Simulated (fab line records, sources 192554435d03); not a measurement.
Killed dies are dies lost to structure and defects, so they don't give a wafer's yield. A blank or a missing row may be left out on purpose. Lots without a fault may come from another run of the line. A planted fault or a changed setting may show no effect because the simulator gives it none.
Split-lot experiment | flow n5_finfet | 7 lots, 21 wafers read, on a route of 1938 steps

THE SPLIT
At N5_BEOL_M5_COAT_05 (resist thk 30 nm), the setting spin_rpm was moved away from the recipe's 1500 rpm on 4 of the 21 wafers read, by -9.1% to +10.0%. The other wafers ran this setting at the recipe's value.

FROM THE SPLIT TO THE READING: what the file shows between them, 4 steps
- N5_BEOL_M5_EBR_07
- N5_BEOL_M5_SOFTBAKE_06: time 60 s
- N5_BEOL_M5_EXPOSE_08: exposes mask M5, target cd 28 nm
- N5_BEOL_M5_PEB_09: peb time 60 s

THE READING
CAR-EUV_of_BEOL_M5_COAT_05.thk_nm (the simulator's own value, which no gauge read), in nm, at N5_BEOL_M5_DEVELOP_10 (develop time 30 s). The file gives no usual value for it. The 17 wafers here that ran the recipe average 29.5 nm, standard deviation 0.091 nm.

wafer  | tool, chamber at the split | spin_rpm as run, rpm | against the recipe | CAR-EUV_of_BEOL_M5_COAT_05.thk_nm, nm | against lot-mates on the recipe
L074.1 | litho_track-03, 0          | 1500                 | recipe             | 29.6                                  | -
L074.2 | litho_track-03, 0          | 1500                 | recipe             | 29.6                                  | -
L074.3 | litho_track-03, 0          | 1500                 | recipe             | 29.6                                  | -
L076.1 | litho_track-03, 0          | 1500                 | recipe             | 29.4                                  | -
L076.2 | litho_track-03, 0          | 1500                 | recipe             | 29.4                                  | -
L076.4 | litho_track-03, 0          | 1500                 | recipe             | 29.6                                  | -
L078.2 | litho_track-03, 0          | 1500                 | recipe             | 29.6                                  | -
L078.3 | litho_track-03, 0          | 1650                 | +10.0%             | 28.2                                  | -1.4
L078.6 | litho_track-03, 0          | 1650                 | +10.0%             | 28.2                                  | -1.4
L082.1 | litho_track-04, 0          | 1500                 | recipe             | 29.6                                  | -
L082.3 | litho_track-04, 0          | 1363                 | -9.1%              | 31                                    | +1.4
L082.4 | litho_track-04, 0          | 1363                 | -9.1%              | 31                                    | +1.4
L084.2 | litho_track-04, 0          | 1500                 | recipe             | 29.6                                  | -
L084.3 | litho_track-04, 0          | 1500                 | recipe             | 29.6                                  | -
L084.5 | litho_track-04, 0          | 1500                 | recipe             | 29.6                                  | -
L087.3 | litho_track-04, 0          | 1500                 | recipe             | 29.6                                  | -
L087.4 | litho_track-04, 0          | 1500                 | recipe             | 29.6                                  | -
L087.5 | litho_track-04, 0          | 1500                 | recipe             | 29.6                                  | -
L095.2 | litho_track-03, 0          | 1500                 | recipe             | 29.4                                  | -
L095.4 | litho_track-03, 0          | 1500                 | recipe             | 29.4                                  | -
L095.5 | litho_track-03, 0          | 1500                 | recipe             | 29.4                                  | -

THE FIT
A straight line over all 21 wafers: CAR-EUV_of_BEOL_M5_COAT_05.thk_nm changes by -0.146 nm for each +1% of spin_rpm; r = -0.99; the points scatter about the line by 0.1 nm.
The same after taking each lot's own level away (the mean of its wafers on the recipe; 21 wafers): -0.146 nm for each +1%; r = -1.00; scatter 0.046 nm.
On that fit, the largest move of spin_rpm shifts the reading by 1.5 nm.
The lots' own levels span 29.40 to 29.60 nm, that is 2.2 times the standard deviation above.
So the lot-to-lot level changes the slope little: the two slopes agree.
Check: with one of the wafers moved furthest among these (+10.0%) left out of the fit, the line predicts -1.47 nm for it against its lot-mates. It came out at -1.4 nm against them.

OTHER SPLITS ON THESE WAFERS
These wafers also went through other splits before the reading. Each is held against what the fit with the lots' levels taken away leaves over:
other split on the same wafers | wafers away from the commonest value | r with CAR-EUV_of_BEOL_M5_COAT_05.thk_nm (lot level and that fit taken away)
N5_BEOL_M1_ETCH_64 bias_w      | 3                                    | -0.18
N5_BEOL_M2_COAT_62 spin_rpm    | 10                                   | -0.18
N5_BEOL_M2_DESCUM_16 time_s    | 5                                    | +0.13
N5_BEOL_M2_DEP_57 time_s       | 9                                    | -0.05
N5_BEOL_M3_ILD_DEP_00 time_s   | 3                                    | -0.12
N5_BEOL_M3_ETCH_70 source_w    | 7                                    | +0.18
N5_BEOL_M4_COAT_67 spin_rpm    | 3                                    | -0.03
N5_BEOL_M4_COAT_22 spin_rpm    | 10                                   | +0.26
N5_BEOL_M4_DEP_57 time_s       | 7                                    | -0.13

THE WHOLE CHAIN: every reading that the file lists as answering this split, in the file's order
step                  | what it does      | reading                                                                            | change (the file's fit)               | r (the file's)
N5_BEOL_M5_COAT_05    | resist thk 30 nm  | CAR-EUV_of_BEOL_M5_COAT_05.thk_nm (the simulator's own value, which no gauge read) | -0.141 nm for each +1% of the setting | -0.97
N5_BEOL_M5_DEVELOP_10 | develop time 30 s | CAR-EUV_of_BEOL_M5_COAT_05.thk_nm (the simulator's own value, which no gauge read) | -0.146 nm for each +1% of the setting | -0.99

THE FILE'S OWN FIT
CAR-EUV_of_BEOL_M5_COAT_05.thk_nm changes by -0.146 nm for each +1% of spin_rpm, r = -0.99.
